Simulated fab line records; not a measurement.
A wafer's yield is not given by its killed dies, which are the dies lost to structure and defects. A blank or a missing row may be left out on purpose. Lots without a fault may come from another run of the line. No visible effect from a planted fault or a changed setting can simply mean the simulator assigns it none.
fab line records	flow n5Finfet
record: lots: 7	wafers: 39
route steps=1938 shown BEOL_M11@1578 BEOL_M14@1749 TV_OPEN@1890
startH: the number of hours between the record's first day and the start of the first shown wafer of the lot	waitH: hours since the lot's step before	" as in the row above	L1.1+2: a row that stands for several wafers	- value missing, or start not given	* or withheld: withheld	< > ~ a bound
route shown NAME@n: NAME is a module with steps in the file, n the number in the route of the first one	usual: mean and standard deviation over wafers with no fault	same: alike in all rows	chamber/n: place in a boat	sites: per-site readings	_std_site: their standard deviation	_edge_site: outer sites' mean less inner sites'	radiusMm: how far each site lies from the wafer's centre	mask NAME#n: copy n	behind: the most recent tool/chamber to have shaped the wafer	hold: why the lot was held/for how many hours/how that ended	device: whichever transistor did not switch (one of n, p or np)	end of line: tests run on the same wafers once the route is complete	a step without rows: its recipe alone	killed: at the first sort, the dies lost to defects and structure; wafer yield is something else	map: per-die view of a wafer (x killed, . not killed, _ where there is no die)
set.NAME: setting as actually run; set.NAME@STEP: the setting as run at that earlier step	model.NAME: the simulator's own value behind a step, which no gauge read
lots whose settings were changed on purpose; a table a step, a row a wafer
== steps ==
step: N5_BEOL_M11_TRENCH_ETCH_37
recipe: chemistry: C4F6/O2	targetDepthA: 1488.3	target: SiCOH_lowk	timeS: 48	ionEnergyEv: 250	pressureMtorr: 30	sourceW: 345	biasW: 185	Ar_flow_sccm: 300	C4F6_flow_sccm: 10	O2_flow_sccm: 10
lot.wafer	tool	chamber	startH	waitH	set.targetDepthA	model.BEOL_M11.featureDepthNm	model.etch.depthNm	model.TiN_of_BEOL_M11_HM_DEP_02.thkNm
L077.1	rieDiel-03	0	-	-	1488.3	148.8	148.7	15.6
L077.2	"	3	"	"	2091	204.8	204.8	14
L077.3	"	1	"	"	1488.3	152.2	152.1	15.6
L077.4	"	2	"	"	2091	208	208.1	14
L077.5	"	0	"	"	1488.3	148.8	148.8	15.6
L077.6	"	3	"	"	2091	205.4	205.4	14
L079.1	rieDiel-02	1	-	-	1488.3	150.6	150.6	16
L079.2	"	3	"	"	1488.3	148.2	148.2	15.6
L079.3	"	0	"	"	1488.3	149.2	149.1	15.8
L079.4	"	1	"	"	1488.3	151.2	151.1	15.6
L079.5	"	3	"	"	1488.3	147.2	147.1	15.8
L079.6	"	0	"	"	1488.3	148.6	148.6	15.8
L082.1	rieDiel-04	1	-	-	970.7	98.4	98.33	17.6
L082.2	"	0	"	"	1488.3	143.8	143.9	16.2
L082.3	"	3	"	"	970.7	98.6	98.59	17.4
L082.4	"	1	"	"	970.7	97.8	97.88	17.2
L082.5	"	3	"	"	1488.3	151.8	151.8	16.2
L082.6	"	0	"	"	1488.3	146	146	16
L089.1	rieDiel-02	1	-	-	796.7	79.8	79.87	18.2
L089.2	"	3	"	"	1488.3	147.4	147.4	16.2
L089.3	"	2	"	"	796.7	81.4	81.4	18.2
L089.4	"	0	"	"	1488.3	149	149	16.2
L089.5	"	2	"	"	1488.3	152.4	152.3	16.2
L089.6	"	3	"	"	796.7	80	79.9	18.2
L088.1	rieDiel-02	1	-	-	1488.3	150.4	150.3	15.4
L088.2	"	3	"	"	1820	180.2	180.3	14.8
L088.3	"	0	"	"	1488.3	150	149.9	15.8
L088.4	"	2	"	"	1820	185.8	185.7	14.8
L088.5	"	0	"	"	1820	184.6	184.5	15
L088.6	"	1	"	"	1488.3	148.8	148.9	15.8
L094.1	rieDiel-04	0	-	-	1921	187	187	15
L094.2	"	2	"	"	1488.3	149	149.1	16.2
L094.3	"	3	"	"	1921	198.6	198.7	14.4
L094.4	"	1	"	"	1488.3	150.8	150.8	15.6
L094.5	"	1	"	"	1921	194.8	194.8	14.4
L094.6	"	0	"	"	1488.3	143.4	143.4	16.2
L095.1	rieDiel-03	1	-	-	1488.3	148.2	148.3	15.6
L095.2	"	3	"	"	1488.3	144	144	15.8
L095.4	"	2	"	"	1488.3	144.2	144.3	15.8
step: N5_BEOL_M11_ETCH_41
recipe: chemistry: CH3F/O2	target: SiCN	targetDepthA: 426	taperDeg: 2	timeS: 86	ionEnergyEv: 120	maskMaterial: TiN	pressureMtorr: 30	sourceW: 395	biasW: 75	Ar_flow_sccm: 150	CH3F_flow_sccm: 30	O2_flow_sccm: 20
step: N5_BEOL_M11_STRIP_77
recipe: chemistry: N2/H2	timeS: 10	powerW: 450	tempC: 40	pressureMtorr: 20	rfFrequencyHz: 6e+07	biasPowerW: 7	n2FlowSccm: 200	h2FlowSccm: 200
step: N5_BEOL_M11_OCD_MEAS_38
usual: trenchDepthNm: 149.1/2.5
lot.wafer	tool	chamber	startH	waitH	set.targetDepthA@BEOL_M11_TRENCH_ETCH_37	trenchDepthNm
L077.1	ocd-01	-	257.28	-	1488.3	148.7
L077.2	"	-	"	"	2091	204.5
L077.3	"	-	"	"	1488.3	152.0
L077.4	"	-	"	"	2091	208.4
L077.5	"	-	"	"	1488.3	149.0
L077.6	"	-	"	"	2091	205.3
L079.1	ocd-01	-	273.10	-	1488.3	150.2
L079.2	"	-	"	"	1488.3	148.1
L079.3	"	-	"	"	1488.3	149.4
L079.4	"	-	"	"	1488.3	151.1
L079.5	"	-	"	"	1488.3	146.9
L079.6	"	-	"	"	1488.3	148.7
L082.1	ocd-02	-	282.22	-	970.7	97.7
L082.2	"	-	"	"	1488.3	143.8
L082.3	"	-	"	"	970.7	98.6
L082.4	"	-	"	"	970.7	97.8
L082.5	"	-	"	"	1488.3	151.2
L082.6	"	-	"	"	1488.3	145.8
L089.1	ocd-02	-	324.89	-	796.7	80.0
L089.2	"	-	"	"	1488.3	147.0
L089.3	"	-	"	"	796.7	81.5
L089.4	"	-	"	"	1488.3	149.0
L089.5	"	-	"	"	1488.3	152.9
L089.6	"	-	"	"	796.7	80.2
L088.1	ocd-01	-	325.35	-	1488.3	150.2
L088.2	"	-	"	"	1820	180.0
L088.3	"	-	"	"	1488.3	149.6
L088.4	"	-	"	"	1820	185.6
L088.5	"	-	"	"	1820	184.1
L088.6	"	-	"	"	1488.3	148.4
L094.1	ocd-01	-	365.84	-	1921	186.6
L094.2	"	-	"	"	1488.3	149.0
L094.3	"	-	"	"	1921	198.5
L094.4	"	-	"	"	1488.3	150.8
L094.5	"	-	"	"	1921	194.9
L094.6	"	-	"	"	1488.3	143.9
L095.1	ocd-02	-	373.82	-	1488.3	148.0
L095.2	"	-	"	"	1488.3	143.8
L095.4	"	-	"	"	1488.3	144.2
step: N5_BEOL_M11_HM_STRIP_39
recipe: chemistry: peroxideTinStrip	material: TiN	targetDepthA: 250	tempC: 50	timeS: 158
step: N5_BEOL_M11_SRD_40
recipe: timeS: 30	tempC: 23	rinseLiquid: diw	dry: ipaMarangoni
step: N5_BEOL_M11_ECD_50
recipe: material: Cu	targetThkA: 3180
step: N5_BEOL_M11_ANNEAL_51
recipe: tempC: 225	timeS: 90	ambient: N2
step: N5_BEOL_M11_CMP_52
recipe: stopOn: SiCOH_lowk	tOverpolishS: 7	downForcePsi: 1	platenRpm: 50	clearingPlatenDownForcePsi: 1.5	clearingPlatenRpm: 50	postCmpClean: cuAlkaline	targetThkNm: 140	clearingPlatenPadVelocityMS: 0.99484	padVelocityMS: 0.99484
lot.wafer	tool	chamber	startH	waitH	set.targetDepthA@BEOL_M11_TRENCH_ETCH_37	model.Cu_of_BEOL_M11_ECD_50.thkNm
L077.3	cmp-02	2	259.30	0.2	1488.3	143.6
L077.4	"	3	"	"	2091	200.8
L077.1	"	0	"	"	1488.3	139.2
L077.2	"	1	"	"	2091	197
L077.5	"	2	"	"	1488.3	140.2
L077.6	"	3	"	"	2091	198
L079.2	cmp-01	3	275.44	0.4	1488.3	139.2
L079.1	"	0	"	"	1488.3	143
L079.3	"	1	"	"	1488.3	141.4
L079.4	"	2	"	"	1488.3	143.8
L079.6	"	3	"	"	1488.3	139.6
L079.5	"	0	"	"	1488.3	138.2
L082.1	cmp-02	3	283.88	0.3	970.7	92.2
L082.2	"	0	"	"	1488.3	134.8
L082.4	"	1	"	"	970.7	89.4
L082.3	"	2	"	"	970.7	90.6
L082.5	"	3	"	"	1488.3	145.8
L082.6	"	0	"	"	1488.3	137.8
L089.2	cmp-02	1	327.49	0.7	1488.3	139.4
L089.3	"	2	"	"	796.7	73.6
L089.4	"	3	"	"	1488.3	142.4
L089.1+6	"	0,2	"	"	796.7	70.8
L089.5	"	1	"	"	1488.3	143.4
L088.4	cmp-02	1	328.17	0.5	1820	177.2
L088.2	"	2	"	"	1820	171
L088.1	"	3	"	"	1488.3	145
L088.3+6	"	0,1	"	"	1488.3	141
L088.5	"	2	"	"	1820	176.8
L094.4	cmp-02	1	368.18	0.1	1488.3	143
L094.2	"	2	"	"	1488.3	141.6
L094.1	"	3	"	"	1921	181.4
L094.3	"	0	"	"	1921	189.8
L094.5	"	1	"	"	1921	187.8
L094.6	"	2	"	"	1488.3	136.6
L095.2	cmp-02	0	375.78	0.2	1488.3	137
L095.1	"	1	"	"	1488.3	140.4
L095.4	"	3	"	"	1488.3	136.6
step: N5_BEOL_M11_THK_MEAS_53
recipe: thkMeasGauge: xrf	reads: Cu_of_BEOL_M11_ECD_50
usual: M11_THK: 141.4/2.8
lot.wafer	tool	chamber	startH	waitH	set.targetDepthA@BEOL_M11_TRENCH_ETCH_37	M11_THK[nm]
L077.1	filmMetro-01	-	259.59	-	1488.3	138.3
L077.2	"	-	"	"	2091	196.0
L077.3	"	-	"	"	1488.3	142.5
L077.4	"	-	"	"	2091	200.5
L077.5	"	-	"	"	1488.3	139.8
L077.6	"	-	"	"	2091	197.8
L079.1	filmMetro-02	-	275.73	-	1488.3	144.8
L079.2	"	-	"	"	1488.3	141.3
L079.3	"	-	"	"	1488.3	143.0
L079.4	"	-	"	"	1488.3	145.6
L079.5	"	-	"	"	1488.3	140.0
L079.6	"	-	"	"	1488.3	141.7
L082.1	filmMetro-02	-	284.18	-	970.7	93.2
L082.2	"	-	"	"	1488.3	136.6
L082.3	"	-	"	"	970.7	91.9
L082.4	"	-	"	"	970.7	90.6
L082.5	"	-	"	"	1488.3	147.5
L082.6	"	-	"	"	1488.3	139.5
L089.1	filmMetro-02	-	327.79	-	796.7	71.0
L089.2	"	-	"	"	1488.3	139.0
L089.3	"	-	"	"	796.7	73.6
L089.4	"	-	"	"	1488.3	142.3
L089.5	"	-	"	"	1488.3	143.5
L089.6	"	-	"	"	796.7	70.7
L088.1	filmMetro-01	-	328.46	-	1488.3	146.1
L088.2	"	-	"	"	1820	172.1
L088.3	"	-	"	"	1488.3	141.6
L088.4	"	-	"	"	1820	178.2
L088.5	"	-	"	"	1820	176.5
L088.6	"	-	"	"	1488.3	141.9
L094.1	filmMetro-01	-	368.47	-	1921	182.4
L094.2	"	-	"	"	1488.3	142.4
L094.3	"	-	"	"	1921	191.4
L094.4	"	-	"	"	1488.3	144.0
L094.5	"	-	"	"	1921	188.9
L094.6	"	-	"	"	1488.3	137.4
L095.1	filmMetro-02	-	376.07	-	1488.3	139.9
L095.2	"	-	"	"	1488.3	136.3
L095.4	"	-	"	"	1488.3	136.4
step: N5_BEOL_M11_PRE_CLEAN_55
recipe: gas: NH3	timeS: 15	tempC: withheld	rfPowerW: 300
step: N5_BEOL_M11_DEP_56
recipe: material: SiCN	targetThkA: 300	tempC: withheld	precursor: 3MS/NH3	pressureTorr: 3	rfW: 675	timeS: 10.5
step: N5_BEOL_M11_RS_MEAS_57
recipe: thkMeasGauge: four-point-probe	reads: Cu_of_BEOL_M11_ECD_50+Co_of_BEOL_M11_CVD_75+TaN_of_BEOL_M11_ALD_74
usual: M11_RS: 0.150/0.0031
lot.wafer	tool	chamber	startH	waitH	set.targetDepthA@BEOL_M11_TRENCH_ETCH_37	M11_RS[ohm/sq]
L077.1	filmMetro-01	-	259.72	0.0	1488.3	0.152
L077.2	"	-	"	"	2091	0.104
L077.3	"	-	"	"	1488.3	0.147
L077.4	"	-	"	"	2091	0.102
L077.5	"	-	"	"	1488.3	0.151
L077.6	"	-	"	"	2091	0.103
L079.1	filmMetro-02	-	275.86	0.0	1488.3	0.147
L079.2	"	-	"	"	1488.3	0.152
L079.3	"	-	"	"	1488.3	0.149
L079.4	"	-	"	"	1488.3	0.147
L079.5	"	-	"	"	1488.3	0.153
L079.6	"	-	"	"	1488.3	0.151
L082.1	filmMetro-02	-	284.31	0.0	970.7	0.241
L082.2	"	-	"	"	1488.3	0.157
L082.3	"	-	"	"	970.7	0.246
L082.4	"	-	"	"	970.7	0.250
L082.5	"	-	"	"	1488.3	0.144
L082.6	"	-	"	"	1488.3	0.154
L089.1	filmMetro-01	-	327.95	0.0	796.7	0.330
L089.2	"	-	"	"	1488.3	0.151
L089.3	"	-	"	"	796.7	0.314
L089.4	"	-	"	"	1488.3	0.148
L089.5	"	-	"	"	1488.3	0.147
L089.6	"	-	"	"	796.7	0.329
L088.1	filmMetro-01	-	328.59	0.0	1488.3	0.145
L088.2	"	-	"	"	1820	0.121
L088.3	"	-	"	"	1488.3	0.149
L088.4	"	-	"	"	1820	0.116
L088.5	"	-	"	"	1820	0.117
L088.6	"	-	"	"	1488.3	0.149
L094.1	filmMetro-01	-	368.60	0.0	1921	0.114
L094.2	"	-	"	"	1488.3	0.149
L094.3	"	-	"	"	1921	0.108
L094.4	"	-	"	"	1488.3	0.147
L094.5	"	-	"	"	1921	0.110
L094.6	"	-	"	"	1488.3	0.155
L095.1	filmMetro-01	-	376.20	0.0	1488.3	0.150
L095.2	"	-	"	"	1488.3	0.155
L095.4	"	-	"	"	1488.3	0.155
step: N5_BEOL_M14_DESCUM_33
recipe: chemistry: O2	timeS: 7.9	sourcePowerW: 50	biasPowerW: 20	pressureMtorr: 20	rfFrequencyHz: 2.712e+07	tempC: 40	o2FlowSccm: 225
lot.wafer	tool	chamber	startH	waitH	set.timeS	model.coat_of_BEOL_M14_COAT_22.thkNm
L077.1	rieDiel-01	0	278.70	0.0	7.9	284.2
L077.2	"	2	"	"	7.9	284
L077.3	"	1	"	"	7.9	283.4
L077.4+5	"	1,0	"	"	7.9	283.6
L077.6	"	2	"	"	7.9	282.6
L079.1+2	rieDiel-06	3,0	293.11	0.1	7.9	281.6
L079.3	"	2	"	"	12.58	278.4
L079.4	"	2	"	"	12.58	279.6
L079.5	"	3	"	"	7.9	281
L079.6	"	0	"	"	12.58	278.6
L082.1	rieDiel-05	0	301.85	0.4	7.9	283.4
L082.2	"	2	"	"	7.9	283
L082.3	"	1	"	"	7.9	282.6
L082.4+6	"	3,2	"	"	4.684	284.6
L082.5	"	3	"	"	4.684	284.4
L089.1	rieDiel-01	0	341.67	0.0	7.9	281.6
L089.2	"	2	"	"	9.842	281.4
L089.3	"	1	"	"	7.9	283
L089.4+6	"	3	"	"	9.842	281.2
L089.5	"	0	"	"	7.9	282.4
L088.1+4	rieDiel-06	0,1	345.28	0.1	7.9	283
L088.2	"	2	"	"	7.9	282.4
L088.3	"	3	"	"	7.9	283.4
L088.5	"	0	"	"	7.9	283.2
L088.6	"	1	"	"	7.9	282.6
L094.1	rieDiel-01	3	381.09	0.0	9.964	279.8
L094.2	"	0	"	"	7.9	281.6
L094.3	"	1	"	"	9.964	280.8
L094.4	"	2	"	"	7.9	282.2
L094.5	"	1	"	"	7.9	282
L094.6	"	0	"	"	9.964	281.2
L095.1+4	rieDiel-05	3,2	387.07	0.0	7.9	284
L095.2	"	0	"	"	7.9	284.2
step: N5_BEOL_M14_ETCH_67
recipe: chemistry: CF4	target: SiARC	targetDepthA: 1430	timeS: 238.3	ionEnergyEv: 80	pressureMtorr: 40	sourceW: 545	biasW: 36	Ar_flow_sccm: 100	cf4FlowSccm: 100	ends: cleared
lot.wafer	tool	chamber	startH	waitH	set.timeS@BEOL_M14_DESCUM_33	model.coat_of_BEOL_M14_COAT_22.thkNm
L077.1+2	rieDiel-01	0,2	278.73	0.0	7.9	212.4
L077.3+4	"	1	"	"	7.9	212
L077.5	"	0	"	"	7.9	211.8
L077.6	"	2	"	"	7.9	211
L079.1	rieDiel-06	3	293.14	0.0	7.9	210
L079.2	"	0	"	"	7.9	210.2
L079.3+6	"	2,0	"	"	12.58	207
L079.4	"	2	"	"	12.58	208
L079.5	"	3	"	"	7.9	209.6
L082.1	rieDiel-05	0	301.88	0.0	7.9	211.6
L082.2	"	2	"	"	7.9	211.2
L082.3	"	1	"	"	7.9	210.8
L082.4+5+6	"	3,3,2	"	"	4.684	212.8
L089.1	rieDiel-01	0	341.71	0.0	7.9	210
L089.2	"	2	"	"	9.842	209.8
L089.3	"	1	"	"	7.9	211.2
L089.4+6	"	3	"	"	9.842	209.6
L089.5	"	0	"	"	7.9	210.6
L088.1	rieDiel-06	0	345.32	0.0	7.9	211.8
L088.2+6	"	2,1	"	"	7.9	211.2
L088.3	"	3	"	"	7.9	212.2
L088.4+5	"	1,0	"	"	7.9	211.6
L094.1	rieDiel-01	3	381.12	0.0	9.964	208.2
L094.2	"	0	"	"	7.9	210.2
L094.3+6	"	1,0	"	"	9.964	209.6
L094.4	"	2	"	"	7.9	210.6
L094.5	"	1	"	"	7.9	210.4
L095.1	rieDiel-05	3	387.10	0.0	7.9	212.2
L095.2+4	"	0,2	"	"	7.9	212.6
step: N5_PASSIVATION_ETCH_15
recipe: chemistry: CF4/N2	target: SiCN	targetDepthA: 750	taperDeg: 2	timeS: 81.2	ionEnergyEv: 150	maskMaterial: SiNx	pressureMtorr: 40	sourceW: 430	biasW: 70	Ar_flow_sccm: 100	cf4FlowSccm: 60	n2FlowSccm: 60
lot.wafer	tool	chamber	startH	waitH	set.targetDepthA	model.etch.depthNm
L077.1	rieDiel-04	3	-	-	750	66.22
L077.2	"	0	"	"	750	62.78
L077.3	"	2	"	"	750	65.45
L077.4	"	1	"	"	750	67.79
L077.5	"	2	"	"	750	65.12
L077.6	"	3	"	"	750	66.33
L079.1	rieDiel-02	2	-	-	1198	105.4
L079.2	"	3	"	"	750	64
L079.3	"	1	"	"	1198	103.2
L079.4	"	0	"	"	750	64.9
L079.5	"	0	"	"	1198	105.2
L079.6	"	1	"	"	750	65.14
L082.1	rieDiel-04	0	-	-	998.2	84.51
L082.2	"	1	"	"	750	67.46
L082.3	"	2	"	"	750	65.19
L082.4	"	3	"	"	998.2	88.93
L082.5	"	1	"	"	750	67.24
L082.6	"	0	"	"	998.2	83.87
L089.1	rieDiel-03	1	-	-	867.2	77.1
L089.2	"	2	"	"	867.2	73.38
L089.3	"	3	"	"	750	64.71
L089.4	"	0	"	"	750	63.76
L089.5	"	3	"	"	867.2	74.64
L089.6	"	0	"	"	750	63.3
L088.1	rieDiel-02	2	-	-	1101	97.55
L088.2	"	1	"	"	1101	96
L088.3	"	0	"	"	1101	95.8
L088.4	"	3	"	"	750	63.81
L088.5	"	2	"	"	750	66.13
L088.6	"	3	"	"	750	63.2
L094.1	rieDiel-04	3	-	-	750	66.76
L094.2	"	2	"	"	750	64.5
L094.3	"	0	"	"	750	62.92
L094.4	"	1	"	"	1171	105.3
L094.5	"	3	"	"	1171	103.3
L094.6	"	2	"	"	1171	101
L095.1	rieDiel-04	0	-	-	750	63.79
L095.2	"	3	"	"	750	67.12
L095.4	"	1	"	"	750	67.28
== key ==
split: step: N5_BEOL_M11_TRENCH_ETCH_37	setting: targetDepthA	stated: 1488.3	by: wafer
response: step: N5_BEOL_M11_TRENCH_ETCH_37	reading: model.BEOL_M11.featureDepthNm	change: +1.46	per: 1%	r: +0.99
response: step: N5_BEOL_M11_TRENCH_ETCH_37	reading: model.etch.depthNm	change: +1.46	per: 1%	r: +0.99
response: step: N5_BEOL_M11_TRENCH_ETCH_37	reading: model.TiN_of_BEOL_M11_HM_DEP_02.thkNm	change: -0.041	per: 1%	r: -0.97
response: step: N5_BEOL_M11_OCD_MEAS_38	reading: trenchDepthNm	change: +1.46	per: 1%	r: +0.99
response: step: N5_BEOL_M11_CMP_52	reading: model.Cu_of_BEOL_M11_ECD_50.thkNm	change: +1.47	per: 1%	r: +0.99
response: step: N5_BEOL_M11_THK_MEAS_53	reading: M11_THK	change: +1.48	per: 1%	r: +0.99
response: step: N5_BEOL_M11_RS_MEAS_57	reading: M11_RS	change: -0.00238	per: 1%	r: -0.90
split: step: N5_BEOL_M14_DESCUM_33	setting: timeS	stated: 7.9	by: wafer
response: step: N5_BEOL_M14_DESCUM_33	reading: model.coat_of_BEOL_M14_COAT_22.thkNm	change: -0.0424	per: 1%	r: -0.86
response: step: N5_BEOL_M14_ETCH_67	reading: model.coat_of_BEOL_M14_COAT_22.thkNm	change: -0.0426	per: 1%	r: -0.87
split: step: N5_PASSIVATION_ETCH_15	setting: targetDepthA	stated: 750	by: wafer
response: step: N5_PASSIVATION_ETCH_15	reading: model.etch.depthNm	change: +0.668	per: 1%	r: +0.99
